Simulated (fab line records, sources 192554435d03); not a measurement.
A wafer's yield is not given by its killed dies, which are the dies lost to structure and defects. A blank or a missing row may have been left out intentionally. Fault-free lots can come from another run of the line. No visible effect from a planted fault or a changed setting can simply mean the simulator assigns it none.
What tool caused it?	flow n5_finfet	Sampling: 8 lots, 23 wafers, 4 of 1938 route steps

== WHAT THE GAUGES SHOWED, per wafer ==
N5_FIN_SAQP_THK_MEAS_07.
lot	measured	on	thk_nm (nm)
L448	day 2 05:01	film_metro-01	59.3 59.9 60.8
L453	day 3 10:28	film_metro-02	59.7 59.2 60.3
L454	day 3 15:43	film_metro-01	60.3 60.6 60.8
L463	day 5 21:03	film_metro-02	60.3 31.2
L464	day 6 03:43	film_metro-01	30.9 61.0 60.1
L467	day 6 22:25	film_metro-01	59.8 59.3 60.3
L468	day 7 04:49	film_metro-01	59.9 59.4 60.7
L469	day 7 10:32	film_metro-01	60.3 59.9 60.4

== WHAT TOOL EACH LOT RAN ON (gives the tool, then ch and the chambers of the sampled wafers, and finally the start) ==
lot	N5_PMOS_HMC_CHANNEL_EPI_HM_OPEN_15	N5_FIN_SAQP_HM_DEP_03	N5_FIN_SAQP_PECVD_06
L448	rie_diel-03 ch 0,2,3, day 2 01:28	pecvd-04 ch 0,1, day 2 04:42	pecvd-03 ch 0,1, day 2 04:56
L453	rie_diel-03 ch 0,1,3, day 3 05:14	pecvd-04 ch 1,2, day 3 10:10	pecvd-02 ch 0,1, day 3 10:22
L454	rie_diel-04 ch 1,2, day 3 11:37	pecvd-03 ch 0,2, day 3 15:26	pecvd-03 ch 0,1,2, day 3 15:38
L463	rie_diel-01 ch 1,3, day 5 17:08	pecvd-04 ch 0,1, day 5 20:47	pecvd-03 ch 1,2, day 5 20:59
L464	rie_diel-04 ch 1,2,3, day 5 23:16	pecvd-02 ch 0,1,2, day 6 03:26	pecvd-03 ch 0,1,2, day 6 03:38
L467	rie_diel-01 ch 1,2,3, day 6 18:32	pecvd-02 ch 0,2, day 6 22:07	pecvd-02 ch 0,1,2, day 6 22:20
L468	rie_diel-03 ch 0,1,2, day 7 00:57	pecvd-04 ch 0,1, day 7 04:31	pecvd-02 ch 0,1, day 7 04:43
L469	rie_diel-01 ch 2,3, day 7 06:01	pecvd-02 ch 0,1,2, day 7 10:11	pecvd-04 ch 0,2, day 7 10:27
- N5_PMOS_HMC_CHANNEL_EPI_HM_OPEN_15: chemistry CHF3/O2, target SiO2, target depth 40.6 nm, time 20.3 s.
- N5_FIN_SAQP_HM_DEP_03: deposits SiNx from SiH4/NH3/N2, target thk 38 nm, time 33.6 s.
- N5_FIN_SAQP_PECVD_06: deposits a-Si from SiH4/He, target thk 60 nm, time 48.1 s.

== THE ANSWER, worked out from the rows above alone ==
Rule: the lots themselves supply what counts as usual. The widest of any qualifying gaps counts: lots, ordered by their means at a reading, are off when they make up no more than a third of the lots, leave a main group of 4 or more, and stand apart from it by 3 or more times the standard deviation of that group's means. A main group whose means are all the same, to the digits that the tables above print for the reading, isn't used. A lot without any number at a reading at which 4 lots or more have one is off too. The other lots that the step has rows for count as sound.
Off: L463, L464, at N5_FIN_SAQP_THK_MEAS_07 (thk_nm). The main group has a mean of 60.0 nm with a standard deviation of 0.28.
A tool fits if, at a process step before that reading, it ran every lot that is off, and no sound lot after the first of them. Those tools and the gauges at N5_FIN_SAQP_THK_MEAS_07 are tried in the same way. One fits: N5_FIN_SAQP_PECVD_06 on pecvd-03. A fault onset in the window from L454 (day 3 15:38, its last sound lot) to L463 (day 5 20:59, its first lot off) fits.

== WHAT WAS PUT IN BY THE SIMULATOR ==
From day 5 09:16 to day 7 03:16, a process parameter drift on pecvd-03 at N5_FIN_SAQP_PECVD_06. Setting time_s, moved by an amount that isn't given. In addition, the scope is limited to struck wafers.
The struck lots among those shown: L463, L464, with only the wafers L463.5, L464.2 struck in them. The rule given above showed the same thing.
